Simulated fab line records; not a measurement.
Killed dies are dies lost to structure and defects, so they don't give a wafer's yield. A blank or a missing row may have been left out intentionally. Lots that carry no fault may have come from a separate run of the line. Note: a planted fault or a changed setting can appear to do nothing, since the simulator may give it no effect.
Comparing a struck lot with a sound one :: flow n5_finfet :: 38 steps out of a route of 1938
Sound: the wafers L866.1, L866.2, L866.3. Struck: wafers L869.1, L869.5. (L869.6 of the same lot was not struck and is left out.) The cause comes at the end.
For every step that has rows: the tool of each side, followed by ch and its chambers, followed by its first start. Under that, the readings that differ: sound wafers :: struck wafers :: difference of the means :: sigmas: that difference in standard deviations of wafers without a fault.
alike: same words and numbers on both sides, and readings whose means sit less than 2 such deviations apart. not compared: any withheld reading, any reading some wafer has no value for, any bound like >300 that may hide the same value, and any number with overlapping values for which the record gives no deviation.
Wherever a step has rows on one side only, a row that says differs or no value, or a row with sigmas, the two part there. Non-overlapping numbers with no deviation appear without sigmas and do not part them. A reading missing from all wafers of one side parts the sides only when that side holds two or more wafers.

first, 9 steps without rows for these wafers: N5_BEOL_M0_ANNEAL_135 (time 60 s); N5_BEOL_M0_SPUTTER_141 (material Cu, target thk 4 nm, time 7.37 s); N5_BEOL_M0_ECD_118 (material Cu, target thk 300 nm); N5_BEOL_M0_ANNEAL_119 (time 90 s); N5_BEOL_M0_CMP_120 (polishes, stops on SiOC, t overpolish 6.9 s); N5_BEOL_M0_PRE_CLEAN_131 (time 15 s); N5_BEOL_M0_CO_CAP_123 (material Co, precursor CCTBA/H2, target thk 2 nm, time 102.1 s); N5_BEOL_M0_PRE_CLEAN_124 (time 15 s); N5_BEOL_M0_DEP_125 (deposits SiCN from 3MS/NH3, target thk 8 nm, time 14 s).
N5_BEOL_M1_ILD_DEP_00: deposits SiOC from DEMS/O2, target thk 79 nm, time 15.3 s.
  sound on pecvd-03 ch 0,1,2, day 6 20:20; struck on pecvd-03 ch 0, day 7 11:34
reading: model.SiOC_of_BEOL_M1_ILD_DEP_00.thk_nm (nm)
sound: 77.8 78.6 78.4
struck: 74.2 75.4
difference: -3.5
sigmas: 
  alike: heater_power_w, showerhead_plenum_p_Torr, throttle_valve_pct
  not compared: since_wet_clean_h
N5_BEOL_M1_THK_MEAS_01:
  sound on film_metro-01 at day 6 20:25; struck on film_metro-01 at day 7 11:39
reading: M1_ILD_THK (nm)
sound: 77.8 78.6 78.3
struck: 74.1 75.3
difference: -3.5
sigmas: -4
then, 24 steps without rows for these wafers: N5_BEOL_M1_PECVD_72 (deposits SiO2 from TEOS/O2, target thk 16 nm, time 18 s); N5_BEOL_M1_HM_DEP_02 (deposits TiN, target thk 20 nm); N5_BEOL_M1_COAT_61 (time 60 s, resist thk 60 nm); N5_BEOL_M1_COAT_62 (time 60 s, resist thk 12 nm); N5_BEOL_M1_COAT_73 (time 60 s, resist thk 5 nm); N5_BEOL_M1_COAT_05 (resist thk 30 nm); N5_BEOL_M1_EBR_07; N5_BEOL_M1_SOFTBAKE_06 (time 60 s); N5_BEOL_M1_EXPOSE_08 (exposes mask M1); N5_BEOL_M1_PEB_09 (peb time 60 s); N5_BEOL_M1_DEVELOP_10 (develop time 30 s); N5_BEOL_M1_DESCUM_16 (chemistry O2, time 7 s); N5_BEOL_M1_ETCH_74 (etches underlayer in N2/H2, target depth 6.5 nm, time 5.2 s); N5_BEOL_M1_ETCH_63 (etches SiARC in CF4, target depth 15.6 nm, time 26 s); N5_BEOL_M1_ETCH_64 (etches SOC in N2/H2, target depth 75 nm, overetch 15 nm, time 112.5 s); N5_BEOL_M1_STRIP_65 (strips in N2/H2); N5_BEOL_M1_STRIP_75 (strips in N2/H2); N5_BEOL_M1_STRIP_66 (strips in CF4); N5_BEOL_M1_HM_OPEN_17 (chemistry Cl2/BCl3, target TiN, target depth 20 nm, overetch 6 nm); N5_BEOL_M1_STRIP_19 (strips in O2); N5_BEOL_M1_COAT_67 (time 60 s, resist thk 60 nm); N5_BEOL_M1_COAT_68 (time 60 s, resist thk 12 nm); N5_BEOL_M1_COAT_76 (time 60 s, resist thk 5 nm); N5_BEOL_M1_COAT_22 (resist thk 30 nm).
N5_BEOL_M1_CMP_52: polishes, stops on SiOC, t overpolish 6.8 s, target thk 40 nm.
  sound on cmp-04 ch 0,1,2, day 7 04:52; struck on cmp-04 ch 0,3, day 7 22:59
reading: barrier_field_endpoint_s (s)
sound: 24.6 25.6 25.1
struck: 23.1 23.7
difference: -1.7
sigmas: -3

reading: model.SiOC_of_BEOL_M1_ILD_DEP_00.thk_nm (nm)
sound: 76.8 77.6 77.4
struck: 73.2 74.4
difference: -3.5
sigmas: 
  alike: clearing_platen_down_force_psi, clearing_platen_rpm, head_pressure_psi, motor_current_A, overpolish_run_s, slurry_flow_ml_min, time_to_endpoint_s
-- the record jumps here: 2 days lie between the struck wafers' starts before and after (it left off in module BEOL_M1 and takes up again in module BEOL_M4, whose first step shown is number 1111 of the route) --
N5_BEOL_M4_RC_MEAS_101:
  sound on prober-02 ch 0, day 9 11:38; struck on prober-02 ch 0, day 10 01:42
reading: DIBL_P (mV/V)
sound: 31.6 32.4 36.5
struck: 38.3 37.0
difference: +4.1
sigmas: +2
  alike: DIBL_N, IOFF_N, IOFF_P, ION_N, ION_P, SS_N, SS_P, VT_N, VT_P
-- record jumps: 4 days separate the struck wafers' starts on either side; left off in module BEOL_M4, taken up again in module PASSIVATION, whose first shown step is the route's number 1936 --
N5_PASSIVATION_PROBE_49:
  sound on prober-02 at day 14 04:13; struck on prober-01 at day 14 04:50
  alike: defect_limited_yield, killed_at_M0_to_M3, killed_at_M4_up, killed_at_contacts, killed_at_front_end, killed_at_other, killed_dies, killed_open, killed_short, sort_bin_5_function, sort_bin_6_memory, sort_n_pass, sort_yield_pct

WHERE THEY PART
Earliest at N5_BEOL_M1_THK_MEAS_01; latest, in this record, at N5_BEOL_M4_RC_MEAS_101. Later steps at which nothing parts them and some readings are alike: N5_PASSIVATION_PROBE_49.

WHY: the cause the simulator had injected
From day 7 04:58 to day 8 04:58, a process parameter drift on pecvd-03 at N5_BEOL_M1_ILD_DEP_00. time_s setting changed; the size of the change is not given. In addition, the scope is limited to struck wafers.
